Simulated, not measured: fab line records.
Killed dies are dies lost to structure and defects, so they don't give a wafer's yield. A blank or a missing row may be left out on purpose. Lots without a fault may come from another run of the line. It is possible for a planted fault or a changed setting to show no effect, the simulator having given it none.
A struck lot beside a sound one || flow n5 finfet || 37 out of 1938 route steps
Sound: these wafers, L114.3, L114.4, L114.6. Wafers L121.1, L121.2, L121.3 were the ones struck. The cause is given at the end.
Order at every step that has rows: each side's tool, ch and its chambers, its first start. Under that, the readings that differ: sound wafers || struck wafers || difference of the means || sigmas: that difference in standard deviations of wafers without a fault.
alike: a reading whose means differ by less than 2 such deviations, as well as words and numbers matching on both sides. not compared: withheld readings; readings where some wafer has no value; bounds like >300 that might hide an equal value; numbers whose values overlap and for which the record gives no deviation.
The two part at a step that has a row with sigmas, a row that says differs or no value, or rows on one side only. Non-overlapping numbers with no deviation appear without sigmas and do not part them. A reading that every wafer of one side lacks parts them only if that side has two wafers or more.

first, 12 steps without rows for these wafers: N5_GATE_CUT_DESCUM_18 (chemistry O2, time 7 s); N5_GATE_CUT_ETCH_28 (etches underlayer in N2/H2, target depth 13 nm, time 10.4 s); N5_GATE_CUT_ETCH_36 (etches SiARC in CF4, target depth 13 nm, time 21.7 s); N5_GATE_CUT_ETCH_37 (etches SOC in N2/H2, target depth 60 nm, overetch 12 nm, time 90 s); N5_GATE_CUT_STRIP_38 (strips in N2/H2); N5_GATE_CUT_STRIP_39 (strips in N2/H2); N5_GATE_CUT_HM_OPEN_40 (chemistry C4F6/O2, target SiO2, target depth 139 nm, time 85.1 s); N5_GATE_CUT_STRIP_41 (strips in CF4); N5_GATE_CUT_STRIP_42 (strips in O2); N5_GATE_CUT_ETCH_19 (etches SiNx in CH3F/O2, target depth 53.7 nm, time 76.7 s); N5_GATE_CUT_CUT_ETCH_53 (etches W in SF6/Cl2, target depth 79.2 nm); N5_GATE_CUT_CUT_ETCH_54 (etches TiN in Cl2/BCl3, target depth 96.7 nm).
N5_GATE_CUT_CUT_ETCH_55: etches HfO2 in BCl3, target depth 3.2 nm.
  sound on rie metal-02 ch 0,1, day 5 00:33; struck on rie metal-02 ch 0,1, day 6 18:23
  alike: drypump motor current A, oes product au, throttle valve pct
  not compared: rf hours counter h
then, 23 steps without rows for these wafers: N5_GATE_CUT_ETCH_47 (etches SiO2 in Cl2/BCl3, target depth 10 nm); N5_GATE_CUT_VAPOR_ETCH_48 (etches TiN in BCl3/Cl2); N5_GATE_CUT_VAPOR_ETCH_49 (etches TiAlC in BCl3/Cl2); N5_GATE_CUT_VAPOR_ETCH_51 (etches HfO2 in BCl3/Cl2); N5_GATE_CUT_STRIP_21 (strips in N2/H2, time 30 s); N5_GATE_CUT_STRIP_29 (strips in post etch residue remover, time 60 s); N5_GATE_CUT_SRD_52 (time 30 s); N5_GATE_CUT_ALD_22 (deposits SiNx, target thk 16 nm, pulse time 1 s, ald cycles 320); N5_GATE_CUT_CMP_23 (polishes, stops on SiO2, t overpolish 23.4 s, target thk 16 nm); N5_GATE_CUT_CMP_43 (polishes SiO2); N5_GATE_CUT_CMP_61 (polishes, stops on SiNx, t overpolish 3 s); N5_MOL_CONTACT_COAG_COAT_103 (time 60 s, resist thk 80 nm); N5_MOL_CONTACT_COAG_COAT_104 (time 60 s, resist thk 12 nm); N5_MOL_CONTACT_COAG_COAT_58 (time 60 s, resist thk 10 nm); N5_MOL_CONTACT_COAG_COAT_02 (resist thk 30 nm); N5_MOL_CONTACT_COAG_EBR_04; N5_MOL_CONTACT_COAG_SOFTBAKE_03 (time 60 s); N5_MOL_CONTACT_COAG_EXPOSE_05 (exposes mask CA, defocus 0 nm); N5_MOL_CONTACT_COAG_PEB_06 (peb time 60 s); N5_MOL_CONTACT_COAG_DEVELOP_07 (develop time 30 s); N5_MOL_CONTACT_COAG_DESCUM_13 (chemistry O2, time 7 s); N5_MOL_CONTACT_COAG_ETCH_59 (etches underlayer in N2/H2, target depth 13 nm, time 10.4 s); N5_MOL_CONTACT_COAG_ETCH_105 (etches SiARC in CF4, target depth 15.6 nm, time 26 s).
-- a jump in the record: the struck wafers' starts before and after are 8 days apart (it breaks off in module MOL_CONTACT_COAG and resumes in module PASSIVATION, where the first step shown is number 1936 of the route) --
N5_PASSIVATION_PROBE_49:
  only the struck wafers here have rows in the record (prober-01, day 14 09:35); the sound ones have none

== WHERE THEY PART ==
Only at N5_PASSIVATION_PROBE_49, as far as this record shows.

WHY: whatever the simulator had introduced
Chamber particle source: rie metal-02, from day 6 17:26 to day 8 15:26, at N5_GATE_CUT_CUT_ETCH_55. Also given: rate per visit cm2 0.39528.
